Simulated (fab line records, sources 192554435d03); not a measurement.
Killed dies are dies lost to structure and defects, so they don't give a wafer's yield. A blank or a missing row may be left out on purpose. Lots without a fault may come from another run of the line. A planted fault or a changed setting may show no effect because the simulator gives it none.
fab line records | flow n5_finfet
record lots=7 wafers=20 last_day=18
route steps=1938 shown HKMG_FIN@454 GATE_CUT@465 BEOL_M4@1111 PASSIVATION@1936
lots that met no fault: from a run of the same line without faults
start_h: hours from the record's first day to the start of the lot's first wafer shown | wait_h: hours since the lot's step before | " the same as in the row above | L1.1+2: a row that stands for several wafers | - no value, or no start given | * or withheld: withheld | < > ~ a bound
route shown NAME@n: a module of which the file shows steps, and the number in the route of the first | usual: mean/standard deviation of fault-free wafers | same: alike in all rows | chamber/n: place in a boat | sites: the reading at each site | _std_site: their standard deviation | _edge_site: outer sites' mean less inner sites' | radius_mm: how far each site lies from the wafer's centre | mask NAME#n: copy n | behind: the tool/chamber that last shaped the wafer | hold: why the lot was held/for how many hours/how that ended | device: the transistor (n, p or np) that didn't switch | end of line: the same wafers' tests at the end of the route | a step without rows: its recipe alone | killed: dies lost to structure and defects at the first sort, not the wafer's yield | map: a wafer's dies, x killed, . not, _ none there
set.NAME: the setting as run; set.NAME@STEP: as run at that earlier step | model.NAME: the simulator's own value behind a step, which no gauge read
lots at some steps of the route; a table a step, a row a wafer
services: from which hour (start_h, from the record's first day; less than 0 if before it) a tool's chamber was out of use, for how many hours, and why
## steps
# step N5_HKMG_FIN_ETCHBACK_68
# recipe chemistry=Cl2/Ar stop_on=HfO2 target_depth_a=5 pressure_mtorr=10 icp_w=600 bias_w=60 Cl2_flow_sccm=40 Ar_flow_sccm=60
# step N5_HKMG_FIN_STRIP_69
# recipe chemistry=N2/H2 power_w=2500 temp_c=300 h2_frac=0.65 time_s=360 pressure_mtorr=withheld n2_flow_sccm=1750 h2_flow_sccm=3250
# usual drypump_motor_current_A=5.7/0.5 heater_power_w=486/27
# columns lot.wafer tool chamber start_h wait_h drypump_motor_current_A heater_power_w rf_hours_counter_h
L678.1 plasma_asher-01 0 78.35 0.1 5.1 528 41
L678.2 " 1 " " 6.4 454 41
L678.5 " 0 " " 5.1 523 -
L679.3 plasma_asher-02 0 88.75 0.2 5.8 460 -
L679.5 " 1 " " 5.5 481 -
L679.6 " 0 " " 5.8 454 -
L687.1 plasma_asher-01 1 132.45 0.1 6.5 473 52
L687.2 " 0 " " 5.1 515 52
L687.3 " 1 " " 6.5 483 -
L689.3 plasma_asher-02 1 141.94 0.2 5.5 490 -
L689.4 " 0 " " 5.8 460 -
L689.5 " 0 " " 5.8 449 -
L690.1 plasma_asher-02 0 151.48 0.1 5.8 462 100
L690.3 " 0 " " 5.8 459 -
L690.4 " 1 " " 5.4 490 -
L697.3 plasma_asher-02 1 194.98 0.2 5.5 482 -
L697.4 " 0 " " 5.8 470 -
L697.5 " 1 " " 5.5 487 -
L699.1 plasma_asher-02 1 202.86 0.1 5.5 491 111
L699.5 " 1 " " 5.5 484 -
# step N5_HKMG_FIN_ALD_21
# recipe material=TiN target_thk_a=15 temp_c=400 ald_precursor_family=TiCl4 ald_co_reactant=NH3 pulse_time_s=1 purge_time_s=3 co_reactant_purge_time_s=2 co_reactant_pulse_time_s=2 ald_cycles=68 pressure_torr=3
# usual heater_power_outer_w=549/59 heater_power_w=894/100 precursor_pulse_height_rel=1.000/0.02
# same pulse_time_s=1
# columns lot.wafer tool chamber start_h wait_h heater_power_outer_w heater_power_w precursor_pulse_height_rel
L678.1 ald_metal-04 2 78.73 0.3 485 759 1.011
L678.2 " 3 " " 468 831 0.990
L678.5 " 0 " " 670 1057 0.996
L679.3 ald_metal-04 0 89.01 0.1 626 1037 1.013
L679.5 " 0 " " 637 1037 0.988
L679.6 " 3 " " 456 822 1.018
L687.1 ald_metal-03 1 132.83 0.3 646 1056 0.993
L687.2 " 2 " " 546 974 0.992
L687.3 " 3 " " 483 723 1.009
L689.3 ald_metal-03 1 142.20 0.1 637 1022 1.002
L689.4 " 2 " " 554 944 0.980
L689.5 " 3 " " 486 744 1.016
L690.1 ald_metal-03 1 151.86 0.3 653 1024 0.985
L690.3 " 0 " " 549 886 0.989
L690.4 " 2 " " 563 950 0.993
L697.3 ald_metal-04 0 195.24 0.1 660 1060 1.005
L697.4 " 1 " " 550 957 0.984
L697.5 " 3 " " 468 853 1.020
L699.1 ald_metal-03 0 203.25 0.3 567 888 1.007
L699.5 " 1 " " 637 1041 0.969
# step N5_HKMG_FIN_ALD_72
# recipe material=W target_thk_a=20 temp_c=300 pressure_torr=7.5 ald_precursor_family=WF6 ald_co_reactant=B2H6 pulse_time_s=1 purge_time_s=2 co_reactant_purge_time_s=2 co_reactant_pulse_time_s=3 ald_cycles=7
# usual heater_power_outer_w=258/30 heater_power_w=471/64 precursor_pulse_height_rel=1.003/0.02
# same pulse_time_s=1
# columns lot.wafer tool chamber start_h wait_h heater_power_outer_w heater_power_w precursor_pulse_height_rel
L678.1 cvd_w-02 1 79.09 0.2 222 404 1.010
L678.2 " 0 " " 226 409 0.962
L678.5 " 1 " " 223 389 0.956
L679.3 cvd_w-02 0 89.39 0.2 227 417 1.011
L679.5 " 0 " " 228 418 0.999
L679.6 " 1 " " 224 398 1.026
L687.1 cvd_w-01 0 133.19 0.2 297 560 1.019
L687.2 " 1 " " 266 465 0.994
L687.3 " 0 " " 304 558 1.034
L689.3 cvd_w-01 1 142.58 0.2 259 456 0.995
L689.4 " 0 " " 296 558 1.009
L689.5 " 0 " " 309 554 1.047
L690.1 cvd_w-02 1 152.22 0.2 222 402 0.981
L690.3 " 1 " " 221 402 0.997
L690.4 " 0 " " 230 414 1.002
L697.3 cvd_w-02 0 195.62 0.2 242 426 1.021
L697.4 " 1 " " 219 395 0.992
L697.5 " 1 " " 216 389 0.985
L699.1 cvd_w-01 1 203.61 0.2 261 468 0.997
L699.5 " 1 " " 261 477 0.984
# step N5_HKMG_FIN_W_FILL_22
# recipe material=W target_thk_a=600 temp_c=400 pressure_torr=39.4 time_s=18.2
# step N5_HKMG_FIN_PRECLEAN_83
# recipe chemistry=DIW time_s=57.5 temp_c=23
# step N5_HKMG_FIN_SRD_84
# recipe dry_time_s=32 dry=n2_spin spin_rpm=1500
# step N5_HKMG_FIN_CMP_23
# recipe stop_on=SiNx t_overpolish_s=10 post_cmp_clean=rinse_only down_force_psi=4 platen_rpm=50.289 pad_velocity_m_s=1.0006 target_thk_nm=46.326
# usual motor_current_A=11.9/1.4 overpolish_run_s=10.000/0.0097 slurry_filter_dp_kPa=13.50/0.14 time_to_endpoint_s=12.3/2.9
# columns lot.wafer tool chamber start_h wait_h motor_current_A overpolish_run_s slurry_filter_dp_kPa time_to_endpoint_s
L678.2 cmp-02 0 79.34 0.1 11.9 9.983 13.47 13.2
L678.1 " 1 " " 11.6 9.987 13.52 13.3
L678.5 " 3 " " 13.0 9.988 13.40 13.8
L679.3 cmp-01 3 89.62 0.1 9.8 9.992 13.54 14.5
L679.6 " 2 " " 12.2 10.007 13.61 17.2
L679.5 " 3 " " 9.8 9.997 13.61 12.3
L687.1 cmp-01 2 133.44 0.1 11.9 10.007 13.40 17.0
L687.2 " 3 " " 10.0 9.976 13.43 13.1
L687.3 " 0 " " 10.6 10.004 13.42 11.4
L689.3 cmp-01 0 142.89 0.2 10.3 10.008 13.58 5.5
L689.4 " 1 " " 14.6 9.988 13.41 7.0
L689.5 " 3 " " 10.0 10.000 13.60 10.6
L690.1 cmp-02 3 152.39 0.0 13.9 9.995 13.46 12.3
L690.3 " 0 " " 11.3 9.993 13.54 15.0
L690.4 " 2 " " 12.3 10.000 13.55 11.0
L697.3 cmp-02 3 195.85 0.1 13.5 10.003 13.51 12.6
L697.4 " 1 " " 11.6 10.007 13.56 14.3
L697.5 " 3 " " 12.5 10.007 13.27 14.3
L699.1 cmp-02 0 204.02 0.3 12.0 10.017 13.47 15.2
L699.5 " 2 " " 11.8 9.989 13.53 12.9
# step N5_HKMG_FIN_CMP_94
# recipe stop_on=SiNx post_cmp_clean=w_dilute_nh4oh t_overpolish_s=4.7 down_force_psi=4 platen_rpm=50.289 pad_velocity_m_s=1.0006 target_thk_nm=43.299
# step N5_HKMG_FIN_INSPECT_28
# recipe inspect_instrument=darkfield mode=post_cmp
# usual raw_defect_count=42/18
# columns lot.wafer tool chamber start_h wait_h raw_defect_count
L678.1 defect_inspect-01 - 79.97 0.0 23
L678.2 " - " " 36
L678.5 " - " " 47
L679.3 defect_inspect-01 - 90.26 0.0 31
L679.5 " - " " 28
L679.6 " - " " 33
L687.1 defect_inspect-02 - 134.07 0.0 33
L687.2 " - " " 41
L687.3 " - " " 30
L689.3 defect_inspect-02 - 143.44 0.0 41
L689.4 " - " " 58
L689.5 " - " " 45
L690.1 defect_inspect-01 - 153.10 0.0 85
L690.3 " - " " 89
L690.4 " - " " 85
L697.3 defect_inspect-01 - 196.49 0.0 37
L697.4 " - " " 26
L697.5 " - " " 28
L699.1 defect_inspect-01 - 204.49 0.0 42
L699.5 " - " " 62
# step N5_GATE_CUT_ETCHBACK_00
# recipe chemistry=SF6/Cl2 target=W pressure_mtorr=8 icp_w=900 bias_w=80 SF6_flow_sccm=40 Cl2_flow_sccm=60
# usual drypump_motor_current_A=5.62/0.25 mfc_cl2_sccm=60.03/0.19 oes_product_au=0.78/0.14 throttle_valve_pct=28.03/0.19
# columns lot.wafer tool chamber start_h wait_h drypump_motor_current_A mfc_cl2_sccm oes_product_au rf_hours_counter_h throttle_valve_pct
L678.1 rie_metal-01 0 80.01 0.0 5.41 60.22 0.92 4 28.11
L678.2 " 1 " " 5.84 59.94 0.58 148 28.21
L678.5 " 1 " " 5.85 59.91 0.58 - 28.20
L679.3 rie_metal-02 1 90.34 0.1 5.83 60.06 0.58 - 27.58
L679.5 " 0 " " 5.30 60.16 0.64 - 27.79
L679.6 " 1 " " 5.80 59.71 0.57 - 27.56
L687.1 rie_metal-01 1 134.11 0.0 5.84 60.18 1.00 0 28.30
L687.2 " 0 " " 5.39 60.01 0.88 9 28.13
L687.3 " 1 " " 5.88 59.82 1.00 - 28.32
L689.3 rie_metal-01 0 143.52 0.1 5.41 59.97 0.89 - 28.12
L689.4 " 1 " " 5.86 60.09 0.98 - 28.31
L689.5 " 0 " " 5.40 59.99 0.87 - 28.14
L690.1 rie_metal-01 1 153.14 0.0 5.86 60.21 0.97 2 28.33
L690.3 " 0 " " 5.40 59.95 0.87 - 28.13
L690.4 " 1 " " 5.85 59.92 0.97 - 28.33
L697.3 rie_metal-03 1 196.66 0.2 5.47 60.18 0.74 - 27.87
L697.4 " 1 " " 5.48 60.04 0.74 - 27.88
L697.5 " 1 " " 5.50 60.04 0.74 - 27.85
L699.1 rie_metal-01 0 204.52 0.0 5.39 59.95 0.85 15 28.13
L699.5 " 1 " " 5.82 60.35 0.93 - 28.34
# step N5_GATE_CUT_ETCH_56
# recipe chemistry=Cl2/Ar target=TiN target_depth_a=216 pressure_mtorr=10 icp_w=600 bias_w=60 Cl2_flow_sccm=40 Ar_flow_sccm=60
# usual drypump_motor_current_A=5.61/0.25 mfc_cl2_sccm=39.99/0.13 oes_product_au=0.78/0.14 throttle_valve_pct=21.20/0.19
# columns lot.wafer tool chamber start_h wait_h drypump_motor_current_A mfc_cl2_sccm oes_product_au rf_hours_counter_h throttle_valve_pct
L678.1 rie_metal-01 0 80.13 0.1 5.39 39.94 0.92 4 21.09
L678.2 " 1 " " 5.81 39.73 0.59 148 21.55
L678.5 " 1 " " 5.80 39.80 0.58 - 21.57
L679.3 rie_metal-02 1 90.45 0.1 5.81 40.10 0.58 - 21.07
L679.5 " 0 " " 5.28 40.12 0.62 - 21.20
L679.6 " 1 " " 5.79 39.92 0.58 - 21.11
L687.1 rie_metal-01 1 134.23 0.1 5.82 47.55 1.02 0 22.33
L687.2 " 0 " " 5.39 47.55 0.90 9 22.03
L687.3 " 1 " " 5.80 47.79 1.02 - 22.33
L689.3 rie_metal-01 0 143.63 0.1 5.40 47.59 0.90 - 22.05
L689.4 " 1 " " 5.86 47.65 1.00 - 22.34
L689.5 " 0 " " 5.40 47.52 0.91 - 22.04
L690.1 rie_metal-01 1 153.26 0.1 5.89 47.33 0.99 2 22.36
L690.3 " 0 " " 5.41 47.65 0.90 - 22.05
L690.4 " 1 " " 5.90 47.48 0.98 - 22.33
L697.3 rie_metal-03 1 196.88 0.2 5.50 40.12 0.75 - 20.98
L697.4 " 1 " " 5.47 40.07 0.74 - 20.98
L697.5 " 1 " " 5.48 40.03 0.73 - 20.98
L699.1 rie_metal-01 0 204.68 0.1 5.40 39.84 0.87 15 21.09
L699.5 " 1 " " 5.82 40.07 0.95 - 21.43
# step N5_GATE_CUT_ETCHBACK_30
# recipe chemistry=Cl2/Ar target=TiN target_depth_a=30 mode=isotropic pressure_mtorr=10 icp_w=600 bias_w=60 Cl2_flow_sccm=40 Ar_flow_sccm=60
# step N5_BEOL_M4_RC_MEAS_101
# usual DIBL_N=36.1/2 DIBL_P=36.3/2.5 IOFF_N=0.16/0.037 IOFF_P=0.21/0.039 ION_N=678/15 ION_P=465/8.7 SS_N=71.4/0.7 SS_P=73.3/0.74 VT_N=249/3.6 VT_P=-250.0/2.9
# columns lot.wafer tool chamber start_h wait_h DIBL_N[mV/V] DIBL_P[mV/V] IOFF_N[nA/um] IOFF_P[nA/um] ION_N[uA/um] ION_P[uA/um] SS_N[mV/dec] SS_P[mV/dec] VT_N[mV] VT_P[mV]
L678.1 prober-01 0 161.69 0.0 31.8 31.0 0.10 0.17 634 453 70.5 72.0 260 -250.3
L678.2 " 0 " " 34.2 35.5 0.14 0.24 680 479 70.6 72.9 250 -245.0
L678.5 " 0 " " 35.8 36.3 0.16 0.25 672 478 72.1 72.9 249 -243.9
L679.3 prober-02 0 178.72 0.3 34.2 34.8 0.14 0.21 675 462 71.8 73.2 250 -247.8
L679.5 " 0 " " 34.0 34.7 0.15 0.22 693 477 71.0 73.3 248 -248.4
L679.6 " 0 " " 36.2 36.9 0.18 0.24 671 460 71.8 73.6 246 -248.3
L687.1 prober-01 0 233.68 0.0 34.4 34.5 0.13 0.19 663 462 71.1 72.9 252 -249.8
L687.2 " 0 " " 35.5 35.7 0.14 0.22 682 472 71.6 72.9 250 -248.9
L687.3 " 0 " " 39.3 39.2 0.22 0.28 669 464 72.4 73.9 249 -246.1
L689.3 prober-01 0 256.17 0.3 37.9 36.7 0.17 0.24 654 455 72.0 73.6 252 -246.1
L689.4 " 0 " " 34.7 33.0 0.13 0.19 670 457 70.6 72.4 251 -249.3
L689.5 " 0 " " 35.3 33.8 0.13 0.20 657 465 71.1 73.2 252 -250.4
L690.1 prober-02 0 256.28 0.0 35.6 35.2 0.17 0.19 685 467 71.0 72.9 248 -252.2
L690.3 " 0 " " 33.7 33.8 0.13 0.18 677 465 70.9 72.3 252 -252.4
L690.4 " 0 " " 34.7 34.0 0.14 0.19 658 453 71.0 72.8 250 -252.1
L699.1 prober-02 0 306.06 0.0 36.8 38.6 0.19 0.22 713 477 71.3 74.0 245 -247.3
L699.5 " 0 " " 36.4 38.1 0.18 0.21 700 469 70.8 73.5 247 -251.2
L697.3 prober-02 0 308.58 0.3 34.3 35.7 0.13 0.20 681 470 70.7 73.4 254 -250.4
L697.4 " 0 " " 34.2 35.2 0.14 0.20 667 456 70.6 72.8 250 -253.2
L697.5 " 0 " " 38.5 40.9 0.22 0.27 704 481 71.8 73.7 245 -248.8
# step N5_PASSIVATION_PROBE_49
# usual defect_limited_yield=91.1/1.3 killed_at_M0_to_M3=32/9.7 killed_at_M4_up=16/6 killed_at_contacts=12/5.9 killed_at_front_end=41/11 killed_at_other=4/3.1 killed_dies=104/16 killed_on_rim=14/4 killed_open=68/12 killed_short=34/7.4 sort_bin_5_function=5.1/0.85 sort_bin_6_memory=3.3/0.66 sort_bin_8_speed=0.1/0.53 sort_n_pass=1075/16 sort_yield_pct=91.1/1.4
# same gross_dies=1180 killed_at_back_side=0 sort_bin_4_leakage[%]=0
# columns lot.wafer tool chamber start_h wait_h defect_limited_yield[%] killed_at_M0_to_M3 killed_at_M4_up killed_at_contacts killed_at_front_end killed_at_other killed_dies killed_on_rim killed_open killed_short sort_bin_5_function[%] sort_bin_6_memory[%] sort_bin_8_speed[%] sort_n_pass sort_yield_pct[%]
L679.3 prober-02 - 291.32 0.1 91.3 33 14 20 32 4 103 18 71 32 4.8 3.6 0 1077 91.3
L679.5 prober-02 - 291.42 0.2 92.3 33 20 14 22 2 91 10 60 29 4.4 3.2 0 1089 92.3
L679.6 prober-02 - 291.47 0.3 90.0 40 17 5 48 8 118 17 79 37 5.8 3.8 0 1062 90.0
# killed by level:class
L679.3 MOL_CONTACT_COAG:geometric_particle:open=17 BEOL_M0_SAQP:geometric_particle:open=10 FIN_SAQP:geometric_particle:open=8 BEOL_M4:geometric_particle:short=7 BEOL_M0_SAQP:geometric_particle:short=6 BEOL_M3:geometric_particle:open=5 FIN_SAQP:geometric_particle:short=4 BEOL_M2:geometric_particle:open=4
L679.5 MOL_CONTACT_COAG:geometric_particle:open=11 BEOL_M1:geometric_particle:open=8 BEOL_M0_SAQP:geometric_particle:open=7 GATE_CUT:geometric_particle:short=6 BEOL_M4:geometric_particle:open=6 BEOL_M0:geometric_particle:open=5 BEOL_M0_SAQP:geometric_particle:short=4 FIN_SAQP:geometric_particle:open=3
L679.6 BEOL_M2:geometric_particle:open=10 STI_FIN_REVEAL:geometric_particle:open=9 BEOL_M0_SAQP:geometric_particle:short=8 FIN_SAQP:geometric_particle:open=7 GATE_CUT:geometric_particle:open=7 BEOL_M0_SAQP:geometric_particle:open=7 GATE_CUT:geometric_particle:short=6 FIN_SAQP:geometric_particle:short=5
## services
# columns tool chamber start_h hours kind
cmp-02 - 54.98 4.0 pm
rie_metal-02 0 55.83 15.4 repair
cmp-02 - 58.98 - consumable_replace:conditioner
cmp-02 - 58.98 - consumable_replace:pad
rie_metal-02 1 61.91 23.1 repair
cvd_w-02 - 66.89 6.9 pm
cvd_w-01 - 77.03 14.6 pm
rie_metal-01 1 111.38 - clean
rie_metal-01 1 111.38 16.4 scheduled_down
rie_metal-01 1 111.38 16.4 vent_cycle
rie_metal-03 - 119.00 2.8 pm
rie_metal-02 1 127.65 - clean
ald_metal-03 - 129.05 2.8 pm
plasma_asher-01 - 137.25 14.6 pm
ald_metal-04 - 143.52 6.0 pm
cmp-01 - 147.27 0.3 repair
cvd_w-01 - 150.71 2.8 pm
cmp-01 - 151.92 1.6 repair
cmp-02 - 155.54 2.0 repair
rie_metal-01 - 158.39 2.1 repair
cmp-02 - 163.44 3.8 pm
plasma_asher-02 - 178.06 0.3 repair
cvd_w-01 - 188.19 1.5 repair
rie_metal-03 0 188.68 12.9 repair
## key
first_sign step=N5_GATE_CUT_ETCH_56 reading=mfc_cl2_sccm direction=up sigmas=58 usual=39.99 struck=47.57
effect step=N5_GATE_CUT_ETCH_56 reading=throttle_valve_pct direction=up sigmas=5.4 usual=* struck=*
met_at N5_GATE_CUT_ETCH_56
struck_wafers L687.1,L687.2,L687.3,L689.3,L689.4,L689.5,L690.1,L690.3,L690.4
baseline_loss step=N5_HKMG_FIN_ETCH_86 wafers=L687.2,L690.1
onset_between 80.13 134.23
fault kind=process_parameter_drift tool=rie_metal-01 chamber=- onset_h=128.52 steps=N5_GATE_CUT_ETCH_56 channel=Cl2_flow_sccm offset=7.607 shape=step end_h=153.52 acts_in=these_recipes_only stated=40
# baseline_loss: these wafers lose ten dies or more at that step, a loss of the line's own and not of a fault; the sort's usual values leave them out
